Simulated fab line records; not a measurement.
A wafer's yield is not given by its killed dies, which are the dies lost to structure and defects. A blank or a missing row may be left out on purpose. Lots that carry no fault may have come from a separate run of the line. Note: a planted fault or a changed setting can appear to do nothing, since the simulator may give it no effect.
fab line records	flow n5_finfet
record lots=7	wafers=39
route steps=1938 shown PMOS_HMC_CHANNEL_EPI@57 SD_EPI_N@288 HKMG_FIN@429 MOL_CONTACT_COAG@608 BEOL_M0_SAQP@672 BEOL_M2@841 BEOL_M4@1067 BEOL_M5@1191
start_h: the number of hours between the record's first day and the start of the first shown wafer of the lot	wait_h: hours from the lot's prior step to this one	" as in the row above	L1.1+2: several wafers, shown together as one row	- value missing, or start not given	* or withheld: withheld	< > ~ a bound
route shown NAME@n: a module of which the file shows steps, and the number in the route of the first	usual: the fault-free wafers' mean and standard deviation	same: alike in all rows	chamber/n: place in a boat	sites: each site's reading	_std_site: standard deviation of those values	_edge_site: outer sites' mean less inner sites'	radius_mm: how far each site lies from the wafer's centre	mask NAME#n: copy n	behind: the most recent tool/chamber to have shaped the wafer	hold: reason for holding the lot/hours on hold/outcome of the hold	device: the n, p or np transistor that did not switch	end of line: the route-end tests of the same wafers	a step with no rows: only its recipe	killed: dies that structure and defects cost at the first sort, which is not the same as the wafer's yield	map: the dies of a wafer, with x for killed, . for not killed, _ for no die there
set.NAME: setting as actually run; set.NAME@STEP: the setting as run at that earlier step	model.NAME: the simulator's own value behind a step, which no gauge read
lots run with intentionally changed settings; tables by step, rows by wafer
## steps
# step N5_PMOS_HMC_CHANNEL_EPI_HM_DEP_34
# recipe material=SiO2	target_thk_a=360	temp_c=400	precursor=TEOS/O2	pressure_torr=6.5	rf_w=900	teos_flow_sccm=161.4	gas=O2	flow_sccm=2650	time_s=6.9
lot.wafer	tool	chamber	start_h	wait_h	set.time_s	model.SiO2_of_PMOS_HMC_CHANNEL_EPI_HM_DEP_34.thk_nm
L076.1	pecvd-04	2	28.68	0.0	6.9	36.46
L076.2	"	0	"	"	6.9	36.94
L076.3	"	1	"	"	6.9	36.7
L076.4	"	1	"	"	6.9	37.21
L076.5	"	2	"	"	6.9	37.42
L076.6	"	0	"	"	6.9	37.7
L078.1	pecvd-01	0	41.61	0.0	6.9	36.03
L078.2	"	2	"	"	10.11	51.48
L078.3	"	1	"	"	6.9	36.24
L078.4	"	2	"	"	6.9	36.09
L078.5	"	0	"	"	10.11	52.98
L078.6	"	1	"	"	10.11	52.74
L080.1	pecvd-04	1	52.75	0.0	6.9	36.14
L080.2	"	0	"	"	6.9	36.4
L080.4	"	0	"	"	6.9	37.1
L081.1	pecvd-01	1	59.09	0.0	6.9	36.13
L081.2	"	0	"	"	6.9	36.05
L081.3	"	0	"	"	3.071	17.14
L081.4	"	1	"	"	3.071	17.07
L081.5	"	1	"	"	6.9	36.8
L081.6	"	0	"	"	3.071	16.88
L083.1	pecvd-01	1	71.11	0.0	5.512	29.38
L083.2	"	0	"	"	5.512	28.76
L083.3	"	0	"	"	5.512	29.27
L083.4	"	1	"	"	6.9	36.77
L083.5	"	0	"	"	6.9	36.54
L083.6	"	1	"	"	6.9	37.03
L090.1	pecvd-03	2	113.13	0.0	6.9	36.1
L090.2	"	1	"	"	9.698	49.48
L090.3	"	0	"	"	6.9	36.17
L090.4	"	1	"	"	9.698	50.1
L090.5	"	0	"	"	6.9	36.37
L090.6	"	2	"	"	9.698	50.27
L096.1	pecvd-03	2	148.70	0.0	6.9	35.98
L096.2	"	0	"	"	6.9	35.66
L096.3	"	1	"	"	6.9	34.72
L096.4	"	2	"	"	6.9	36.55
L096.5	"	0	"	"	6.9	36.19
L096.6	"	1	"	"	6.9	35.69
# step N5_SD_EPI_N_EPI_21
# recipe material=Si:P	dopant=P	temp_c=680	pressure_torr=255	time_s=690
lot.wafer	tool	chamber	start_h	wait_h	set.epi_growth_time_s	model.Si-P_of_SD_EPI_N_EPI_21.thk_nm
L076.1	epi_rpcvd-01	0	67.63	0.1	690	59.2
L076.2	"	0	"	"	432.2	39.6
L076.3+5	"	0	"	"	690	59
L076.4+6	"	0	"	"	432.2	39.8
L078.1	epi_rpcvd-02	0	75.59	0.2	690	58.8
L078.2	"	0	"	"	941.6	73
L078.3	"	0	"	"	690	59.2
L078.4	"	0	"	"	941.6	72.4
L078.5	"	0	"	"	941.6	73.2
L078.6	"	0	"	"	690	59
L080.1+4	epi_rpcvd-03	0	91.55	0.1	690	58.8
L080.2	"	0	"	"	690	59.4
L081.1	epi_rpcvd-01	0	94.01	0.1	690	58.2
L081.2	"	0	"	"	690	57.4
L081.3+5	"	0	"	"	391.7	35.4
L081.4	"	0	"	"	391.7	35.2
L081.6	"	0	"	"	690	58
L083.1	epi_rpcvd-01	0	112.20	0.1	443.1	40.6
L083.2+3	"	0	"	"	690	58.6
L083.4	"	0	"	"	443.1	40.8
L083.5	"	0	"	"	690	59
L083.6	"	0	"	"	443.1	40.4
L090.1	epi_rpcvd-03	0	146.93	0.1	690	58.6
L090.2+5	"	0	"	"	690	58.8
L090.3	"	0	"	"	397.1	36.4
L090.4	"	0	"	"	397.1	36.6
L090.6	"	0	"	"	397.1	36.8
L096.1	epi_rpcvd-03	0	181.71	0.1	690	59
L096.2+4+6	"	0	"	"	690	59.6
L096.3	"	0	"	"	690	58.8
L096.5	"	0	"	"	690	59.4
# step N5_SD_EPI_N_EPI_MEAS_23
# recipe mode=xrd
# usual thk_nm=58.8/1.2
lot.wafer	tool	chamber	start_h	wait_h	set.epi_growth_time_s@SD_EPI_N_EPI_21	thk_nm
L076.1	film_metro-02	-	69.34	1.4	690	58.7
L076.2	"	-	"	"	432.2	41.0
L076.3	"	-	"	"	690	59.3
L076.4	"	-	"	"	432.2	40.6
L076.5	"	-	"	"	690	59.5
L076.6	"	-	"	"	432.2	40.7
L078.1	film_metro-01	-	77.87	1.9	690	57.2
L078.2	"	-	"	"	941.6	73.0
L078.3	"	-	"	"	690	59.2
L078.4	"	-	"	"	941.6	72.5
L078.5	"	-	"	"	941.6	73.4
L078.6	"	-	"	"	690	58.0
L080.1	film_metro-02	-	93.28	1.5	690	59.6
L080.2	"	-	"	"	690	59.0
L080.4	"	-	"	"	690	59.3
L081.1	film_metro-02	-	95.73	1.4	690	59.3
L081.2	"	-	"	"	690	57.5
L081.3	"	-	"	"	391.7	34.6
L081.4	"	-	"	"	391.7	36.9
L081.5	"	-	"	"	391.7	36.3
L081.6	"	-	"	"	690	59.1
L083.1	film_metro-02	-	113.92	1.4	443.1	40.4
L083.2	"	-	"	"	690	59.0
L083.3	"	-	"	"	690	57.3
L083.4	"	-	"	"	443.1	42.2
L083.5	"	-	"	"	690	59.2
L083.6	"	-	"	"	443.1	41.5
L090.1	film_metro-01	-	148.64	1.4	690	57.5
L090.2	"	-	"	"	690	58.5
L090.3	"	-	"	"	397.1	38.3
L090.4	"	-	"	"	397.1	36.4
L090.5	"	-	"	"	690	59.0
L090.6	"	-	"	"	397.1	36.4
L096.1	film_metro-02	-	183.43	1.4	690	60.2
L096.2	"	-	"	"	690	58.8
L096.3	"	-	"	"	690	59.3
L096.4	"	-	"	"	690	60.5
L096.5	"	-	"	"	690	58.9
L096.6	"	-	"	"	690	59.6
# step N5_HKMG_FIN_DEVELOP_11
# recipe develop_time_s=30	developer=TMAH	resist=CAR-ArF	dev_temp_c=23	rinse_liquid=diw	dry=air_spin
lot.wafer	tool	chamber	start_h	wait_h	set.develop_time_s
L076.1+2+5	litho_track-04	0	-	-	35.18
L076.3+4+6	"	0	"	"	30
L078.1+4+5	litho_track-05	0	-	-	17.54
L078.2+3+6	"	0	"	"	30
L080.1+2+4	litho_track-04	0	-	-	30
L081.1+2+3+4+5+6	litho_track-02	0	-	-	30
L083.1+2+6	litho_track-04	0	-	-	15.09
L083.3+4+5	"	0	"	"	30
L090.1+4+5	litho_track-04	0	-	-	30
L090.2+3+6	"	0	"	"	42.44
L096.1+2+6	litho_track-02	0	-	-	30
L096.3+4+5	"	0	"	"	39.43
# step N5_HKMG_FIN_CD_MEAS_12
# recipe target_cd_nm=92.8	landing_energy_ev=500	detector=se_inlens
# usual cd_nm=92.9/0.62
lot.wafer	tool	chamber	start_h	wait_h	set.develop_time_s@HKMG_FIN_DEVELOP_11	cd_nm
L076.1	cd_sem-03	0	91.09	-	35.18	93.7
L076.2	"	0	"	"	35.18	94.0
L076.3	"	0	"	"	30	92.6
L076.4	"	0	"	"	30	92.7
L076.5	"	0	"	"	35.18	94.0
L076.6	"	0	"	"	30	92.7
L078.1	cd_sem-02	0	102.22	-	17.54	90.2
L078.2	"	0	"	"	30	93.2
L078.3	"	0	"	"	30	93.7
L078.4	"	0	"	"	17.54	91.1
L078.5	"	0	"	"	17.54	90.6
L078.6	"	0	"	"	30	93.1
L080.1	cd_sem-01	0	116.74	-	30	93.0
L080.2	"	0	"	"	30	93.1
L080.4	"	0	"	"	30	93.2
L081.1	cd_sem-01	0	118.26	-	30	92.9
L081.2	"	0	"	"	30	92.7
L081.3	"	0	"	"	30	93.1
L081.4	"	0	"	"	30	92.8
L081.5	"	0	"	"	30	92.5
L081.6	"	0	"	"	30	93.2
L083.1	cd_sem-03	0	137.12	-	15.09	90.1
L083.2	"	0	"	"	15.09	90.5
L083.3	"	0	"	"	30	93.4
L083.4	"	0	"	"	30	93.8
L083.5	"	0	"	"	30	93.0
L083.6	"	0	"	"	15.09	90.3
L090.1	cd_sem-03	0	170.26	-	30	92.4
L090.2	"	0	"	"	42.44	94.4
L090.3	"	0	"	"	42.44	94.1
L090.4	"	0	"	"	30	92.0
L090.5	"	0	"	"	30	91.6
L090.6	"	0	"	"	42.44	94.3
L096.1	cd_sem-03	0	206.08	-	30	92.4
L096.2	"	0	"	"	30	92.3
L096.3	"	0	"	"	39.43	94.1
L096.4	"	0	"	"	39.43	93.4
L096.5	"	0	"	"	39.43	94.7
L096.6	"	0	"	"	30	92.6
# step N5_MOL_CONTACT_COAG_ALD_133
# recipe material=SiO2	target_thk_a=50	temp_c=100	ald_precursor_family=BDEAS	ald_co_reactant=O2-plasma	pulse_time_s=1	co_reactant_pulse_time_s=1	purge_time_s=2	co_reactant_purge_time_s=2	ald_cycles=35	pressure_torr=2
lot.wafer	tool	chamber	start_h	wait_h	set.ald_cycles	model.SiO2_of_MOL_CONTACT_COAG_ALD_133.thk_nm
L076.1+3+4	ald_sin-01	2,0,3	115.45	0.1	35	5
L076.2+5+6	"	1,1,2	"	"	21	3
L078.1+3+5	ald_sin-01	2,1,2	126.38	0.1	35	5
L078.2+4	"	3,0	"	"	54	7.8
L078.6	"	1	"	"	54	7.6
L080.1+2+4	ald_sin-03	3,1,0	140.50	0.1	35	5
L081.1+2+3	ald_sin-01	1,2,3	143.87	0.1	35	5
L081.4+5+6	"	0,2,1	"	"	50	7.2
L083.1+2+4	ald_sin-01	1,3,0	162.05	0.1	17	2.4
L083.3+5+6	"	2,0,3	"	"	35	5
L090.1+2+4	ald_sin-01	3,2,0	195.48	0.5	35	5
L090.3+5+6	"	1,0,1	"	"	42	6
L096.1+3+6	ald_sin-02	2,0,3	231.86	0.1	17	2.4
L096.2+4+5	"	3,1,2	"	"	35	5
# step N5_BEOL_M0_SAQP_ETCH_106
# recipe chemistry=N2/H2	target=SOC	target_depth_a=1500	stop_on=SiNx	ion_energy_ev=100	bias_w=61	pressure_mtorr=30	source_w=850	n2_flow_sccm=200	h2_flow_sccm=200
lot.wafer	tool	chamber	start_h	wait_h	set.target_depth_a	model.SOC_of_BEOL_M0_SAQP_COAT_105.thk_nm
L076.1	rie_diel-05	3	126.58	-	1500	25.4
L076.2	"	1	"	"	1500	21.6
L076.3	"	0	"	"	1500	22.2
L076.4	"	2	"	"	1500	22.8
L076.5	"	1	"	"	1500	21.2
L076.6	"	2	"	"	1500	23.6
L078.1+3	rie_diel-03	0,1	135.76	-	1500	22.8
L078.2	"	2	"	"	1500	23.8
L078.4+5+6	"	3,0,1	"	"	2029	0
L080.1	rie_diel-05	1	150.00	-	1500	21.6
L080.2	"	2	"	"	1500	23.4
L080.4	"	0	"	"	1500	22
L081.1	rie_diel-04	3	153.14	-	1500	22.6
L081.2	"	2	"	"	1500	24.4
L081.3	"	1	"	"	926.9	51.6
L081.4	"	0	"	"	1500	25.6
L081.5	"	2	"	"	926.9	52.8
L081.6	"	1	"	"	926.9	51.4
L083.1	rie_diel-03	1	171.46	-	1500	24.8
L083.2	"	0	"	"	630.8	69
L083.3	"	3	"	"	630.8	67.4
L083.4	"	0	"	"	630.8	68.2
L083.5	"	1	"	"	1500	24.6
L083.6	"	3	"	"	1500	23.2
L090.1	rie_diel-04	0	204.79	-	1500	26
L090.2	"	1	"	"	1500	21
L090.3	"	2	"	"	1500	23.4
L090.4	"	3	"	"	1500	22
L090.5	"	1	"	"	1500	21.2
L090.6	"	0	"	"	1500	25.4
L096.1	rie_diel-04	0	242.39	-	790.7	61.4
L096.2	"	1	"	"	1500	22.8
L096.3	"	2	"	"	1500	24.8
L096.4	"	3	"	"	790.7	59.4
L096.5	"	1	"	"	1500	22.6
L096.6	"	2	"	"	790.7	60.2
# step N5_BEOL_M0_SAQP_ETCH_107
# recipe chemistry=CH3F/O2	target=SiNx	target_depth_a=300	mask_material=SOC	pressure_mtorr=30	source_w=395	bias_w=73	Ar_flow_sccm=150	CH3F_flow_sccm=30	O2_flow_sccm=20	ion_energy_ev=120
lot.wafer	tool	chamber	start_h	wait_h	set.target_depth_a@BEOL_M0_SAQP_ETCH_106	model.SOC_of_BEOL_M0_SAQP_COAT_105.thk_nm
L076.1	rie_diel-05	3	126.64	0.0	1500	14.6
L076.2	"	1	"	"	1500	10.4
L076.3	"	0	"	"	1500	10.8
L076.4	"	2	"	"	1500	11.8
L076.5	"	1	"	"	1500	9.8
L076.6	"	2	"	"	1500	12.4
L078.1	rie_diel-03	0	135.82	0.0	1500	12
L078.2	"	2	"	"	1500	12.8
L078.3	"	1	"	"	1500	11.8
L078.4+5+6	"	3,0,1	"	"	2029	0
L080.1	rie_diel-05	1	150.06	0.0	1500	10.4
L080.2	"	2	"	"	1500	12.4
L080.4	"	0	"	"	1500	10.8
L081.1	rie_diel-04	3	153.20	0.0	1500	11.6
L081.2	"	2	"	"	1500	13.6
L081.3+6	"	1	"	"	926.9	40.4
L081.4	"	0	"	"	1500	14.8
L081.5	"	2	"	"	926.9	42
L083.1	rie_diel-03	1	171.52	0.0	1500	14
L083.2	"	0	"	"	630.8	58.2
L083.3	"	3	"	"	630.8	56.4
L083.4	"	0	"	"	630.8	57.2
L083.5	"	1	"	"	1500	13.8
L083.6	"	3	"	"	1500	12
L090.1	rie_diel-04	0	204.85	0.0	1500	15.4
L090.2	"	1	"	"	1500	10
L090.3	"	2	"	"	1500	12.6
L090.4	"	3	"	"	1500	11
L090.5	"	1	"	"	1500	10.2
L090.6	"	0	"	"	1500	14.8
L096.1	rie_diel-04	0	242.45	0.0	790.7	50.4
L096.2+5	"	1	"	"	1500	11.4
L096.3	"	2	"	"	1500	13.8
L096.4	"	3	"	"	790.7	48.4
L096.6	"	2	"	"	790.7	49.4
# step N5_BEOL_M2_ILD_DEP_00
# recipe material=SiOC	target_thk_a=790	temp_c=350	precursor=DEMS/O2	pressure_torr=5	rf_w=500	time_s=15.3
lot.wafer	tool	chamber	start_h	wait_h	set.time_s	model.SiOC_of_BEOL_M2_ILD_DEP_00.thk_nm
L076.1	pecvd-03	2	145.89	0.0	15.3	77.8
L076.2	"	1	"	"	12.35	62.8
L076.3	"	2	"	"	12.35	63.8
L076.4	"	1	"	"	12.35	64.4
L076.5	"	1	"	"	15.3	79.2
L076.6	"	2	"	"	15.3	79
L078.1	pecvd-03	1	157.70	0.0	15.3	79.8
L078.2	"	0	"	"	15.3	78.4
L078.3	"	2	"	"	15.3	79
L078.4	"	1	"	"	15.3	80.8
L078.5+6	"	2,0	"	"	15.3	80.2
L080.1+2	pecvd-04	1,2	166.89	0.0	15.3	78.2
L080.4	"	0	"	"	15.3	79.8
L081.1	pecvd-03	0	172.02	0.0	22.26	113.4
L081.2	"	1	"	"	15.3	78
L081.3	"	2	"	"	22.26	113.2
L081.4	"	0	"	"	15.3	78.4
L081.5	"	2	"	"	15.3	79.6
L081.6	"	1	"	"	22.26	115.6
L083.1	pecvd-04	2	193.11	0.0	15.3	78
L083.2	"	0	"	"	22.68	115.8
L083.3	"	1	"	"	15.3	78.8
L083.4	"	2	"	"	15.3	79
L083.5+6	"	1,0	"	"	22.68	117.4
L090.1	pecvd-03	2	230.73	0.0	15.3	78.2
L090.2	"	0	"	"	15.3	77.4
L090.3	"	1	"	"	15.3	78.8
L090.4	"	0	"	"	9.039	47.2
L090.5	"	2	"	"	9.039	47
L090.6	"	1	"	"	9.039	47.4
L096.1	pecvd-03	0	260.15	0.0	7.054	37
L096.2	"	1	"	"	15.3	78.4
L096.3	"	2	"	"	7.054	36.4
L096.4	"	2	"	"	15.3	79.8
L096.5	"	0	"	"	7.054	36.6
L096.6	"	1	"	"	15.3	79.6
# step N5_BEOL_M2_THK_MEAS_01
# recipe reads=SiOC_of_BEOL_M2_ILD_DEP_00
# usual M2_ILD_THK=78.7/0.98
lot.wafer	tool	chamber	start_h	wait_h	set.time_s@BEOL_M2_ILD_DEP_00	M2_ILD_THK[nm]
L076.1	film_metro-02	-	145.98	0.1	15.3	77.8
L076.2	"	-	"	"	12.35	62.8
L076.3	"	-	"	"	12.35	63.9
L076.4	"	-	"	"	12.35	64.5
L076.5	"	-	"	"	15.3	79.2
L076.6	"	-	"	"	15.3	79.1
L078.1	film_metro-02	-	157.77	0.0	15.3	79.7
L078.2	"	-	"	"	15.3	78.4
L078.3	"	-	"	"	15.3	79.0
L078.4	"	-	"	"	15.3	80.9
L078.5	"	-	"	"	15.3	80.3
L078.6	"	-	"	"	15.3	80.2
L080.1	film_metro-02	-	166.96	0.0	15.3	78.2
L080.2	"	-	"	"	15.3	78.1
L080.4	"	-	"	"	15.3	79.8
L081.1	film_metro-01	-	172.09	0.0	22.26	113.5
L081.2	"	-	"	"	15.3	78.0
L081.3	"	-	"	"	22.26	113.2
L081.4	"	-	"	"	15.3	78.3
L081.5	"	-	"	"	15.3	79.6
L081.6	"	-	"	"	22.26	115.6
L083.1	film_metro-01	-	193.17	0.0	15.3	78.0
L083.2	"	-	"	"	22.68	115.8
L083.3	"	-	"	"	15.3	78.9
L083.4	"	-	"	"	15.3	79.1
L083.5	"	-	"	"	22.68	117.3
L083.6	"	-	"	"	22.68	117.3
L090.1	film_metro-02	-	230.79	0.0	15.3	78.2
L090.2	"	-	"	"	15.3	77.4
L090.3	"	-	"	"	15.3	78.9
L090.4	"	-	"	"	9.039	47.1
L090.5	"	-	"	"	9.039	47.0
L090.6	"	-	"	"	9.039	47.3
L096.1	film_metro-02	-	260.22	0.0	7.054	36.9
L096.2	"	-	"	"	15.3	78.4
L096.3	"	-	"	"	7.054	36.3
L096.4	"	-	"	"	15.3	79.7
L096.5	"	-	"	"	7.054	36.6
L096.6	"	-	"	"	15.3	79.6
# step N5_BEOL_M4_VIA_ETCH_34
# recipe chemistry=C4F6/O2	target_depth_a=694	mask_material=SOC	pressure_mtorr=15	ion_energy_ev=250	taper_deg=4	time_s=65.9	source_w=350	bias_w=170	Ar_flow_sccm=300	C4F6_flow_sccm=10	O2_flow_sccm=10
lot.wafer	tool	chamber	start_h	wait_h	set.target_depth_a	model.etch.depth_nm	model.SOC_of_BEOL_M4_COAT_67.thk_nm
L076.1	rie_diel-02	3	179.59	0.0	694	69.35	52
L076.2	"	2	"	"	694	69.78	51.8
L076.3	"	1	"	"	694	69.62	51.8
L076.4	"	1	"	"	694	68.95	52
L076.5	"	2	"	"	694	69.61	52
L076.6	"	3	"	"	694	69.29	51.8
L078.1	rie_diel-06	3	189.33	0.0	694	68.9	51.8
L078.2	"	0	"	"	694	69.56	51.8
L078.3	"	2	"	"	375	37.55	55.4
L078.4	"	1	"	"	694	68.94	51.8
L078.5	"	3	"	"	375	37.38	55.4
L078.6	"	0	"	"	375	37.79	55.6
L080.1	rie_diel-02	3	207.13	0.0	694	70.28	51.8
L080.2	"	0	"	"	694	71.28	51.6
L080.4	"	1	"	"	694	70.26	51.4
L081.1	rie_diel-01	3	211.65	0.0	495.2	49.09	54.2
L081.2	"	2	"	"	694	67.64	51.8
L081.3	"	1	"	"	694	68.12	52
L081.4	"	0	"	"	495.2	47.98	54.4
L081.5	"	1	"	"	495.2	49.31	54
L081.6	"	0	"	"	694	67.3	51.8
L083.1	rie_diel-06	1	228.82	0.0	694	68.91	51.6
L083.2	"	2	"	"	694	69.59	51.6
L083.3	"	3	"	"	694	69.3	51.6
L083.4	"	0	"	"	694	69.97	51.6
L083.5	"	1	"	"	694	68.83	51.6
L083.6	"	0	"	"	694	70.22	51.4
L090.1	rie_diel-02	0	259.10	0.0	353.6	36.14	55.6
L090.2	"	3	"	"	694	70.29	51.6
L090.3	"	1	"	"	694	69.68	51.6
L090.4	"	2	"	"	353.6	35.64	55.8
L090.5	"	2	"	"	694	70.06	51.6
L090.6	"	1	"	"	353.6	35.52	55.8
L096.1	rie_diel-02	3	296.77	0.0	480.8	48.1	54.2
L096.2	"	1	"	"	480.8	49.07	54.2
L096.3	"	2	"	"	480.8	48.06	54.4
L096.4	"	0	"	"	694	71.06	51.6
L096.5	"	0	"	"	694	70.6	51.6
L096.6	"	1	"	"	694	71.33	51.4
# step N5_BEOL_M5_DEP_56
# recipe material=SiCN	target_thk_a=80	temp_c=withheld	precursor=3MS/NH3	pressure_torr=3	rf_w=202	time_s=14
lot.wafer	tool	chamber	start_h	wait_h	set.time_s	model.SiCN_of_BEOL_M5_DEP_56.thk_nm
L076.1	pecvd-04	2	199.85	0.0	6.629	4
L076.2+5	"	0,1	"	"	14	8
L076.3+6	"	1,0	"	"	6.629	3.8
L076.4	"	2	"	"	14	8.2
L078.1+4+6	pecvd-01	0,2,0	208.09	0.0	14	8
L078.2+5	"	1	"	"	14	7.8
L078.3	"	2	"	"	14	7.6
L080.1+2+4	pecvd-03	2,0,1	225.48	0.0	14	8
L081.1+2+5	pecvd-04	0,2,1	229.57	0.0	14	8
L081.3	"	1	"	"	22.26	12.4
L081.4	"	2	"	"	22.26	12.6
L081.6	"	0	"	"	22.26	12.8
L083.1	pecvd-03	2	248.42	0.0	14	7.6
L083.2+5	"	1	"	"	14	7.8
L083.3	"	0	"	"	9.075	4.8
L083.4+6	"	0,2	"	"	9.075	5
L090.1+3	pecvd-04	2,1	274.94	0.0	14	8
L090.2+5+6	"	0,0,2	"	"	6.764	4
L090.4	"	1	"	"	14	8.2
L096.1+5	pecvd-04	2,0	315.07	0.0	14	8
L096.2	"	1	"	"	14	7.8
L096.3	"	0	"	"	19.83	11.2
L096.4+6	"	2,1	"	"	19.83	11.4
## key
split step=N5_PMOS_HMC_CHANNEL_EPI_HM_DEP_34	setting=time_s	stated=6.9	by=wafer
response step=N5_PMOS_HMC_CHANNEL_EPI_HM_DEP_34	reading=model.SiO2_of_PMOS_HMC_CHANNEL_EPI_HM_DEP_34.thk_nm	change=+0.348	per=1%	r=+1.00
split step=N5_SD_EPI_N_EPI_21	setting=epi_growth_time_s	stated=690	by=wafer
response step=N5_SD_EPI_N_EPI_21	reading=model.Si-P_of_SD_EPI_N_EPI_21.thk_nm	change=+0.494	per=1%	r=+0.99
response step=N5_SD_EPI_N_EPI_MEAS_23	reading=thk_nm	change=*	per=1%	r=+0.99
split step=N5_HKMG_FIN_DEVELOP_11	setting=develop_time_s	stated=30	by=wafer
response step=N5_HKMG_FIN_CD_MEAS_12	reading=cd_nm	change=+0.0601	per=1%	r=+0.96
split step=N5_MOL_CONTACT_COAG_ALD_133	setting=ald_cycles	stated=35	by=wafer
response step=N5_MOL_CONTACT_COAG_ALD_133	reading=model.SiO2_of_MOL_CONTACT_COAG_ALD_133.thk_nm	change=+0.0505	per=1%	r=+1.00
split step=N5_BEOL_M0_SAQP_ETCH_106	setting=target_depth_a	stated=1500	by=wafer
response step=N5_BEOL_M0_SAQP_ETCH_106	reading=model.SOC_of_BEOL_M0_SAQP_COAT_105.thk_nm	change=-0.744	per=1%	r=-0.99
response step=N5_BEOL_M0_SAQP_ETCH_107	reading=model.SOC_of_BEOL_M0_SAQP_COAT_105.thk_nm	shape=bent	at_lowest=57.27	at_stated=12.24	at_highest=0
split step=N5_BEOL_M2_ILD_DEP_00	setting=time_s	stated=15.3	by=wafer
response step=N5_BEOL_M2_ILD_DEP_00	reading=model.SiOC_of_BEOL_M2_ILD_DEP_00.thk_nm	change=+0.782	per=1%	r=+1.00
response step=N5_BEOL_M2_THK_MEAS_01	reading=M2_ILD_THK	change=+0.782	per=1%	r=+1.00
split step=N5_BEOL_M4_VIA_ETCH_34	setting=target_depth_a	stated=694	by=wafer
response step=N5_BEOL_M4_VIA_ETCH_34	reading=model.etch.depth_nm	change=+0.695	per=1%	r=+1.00
response step=N5_BEOL_M4_VIA_ETCH_34	reading=model.SOC_of_BEOL_M4_COAT_67.thk_nm	change=-0.0831	per=1%	r=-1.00
split step=N5_BEOL_M5_DEP_56	setting=time_s	stated=14	by=wafer
response step=N5_BEOL_M5_DEP_56	reading=model.SiCN_of_BEOL_M5_DEP_56.thk_nm	change=+0.0793	per=1%	r=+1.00
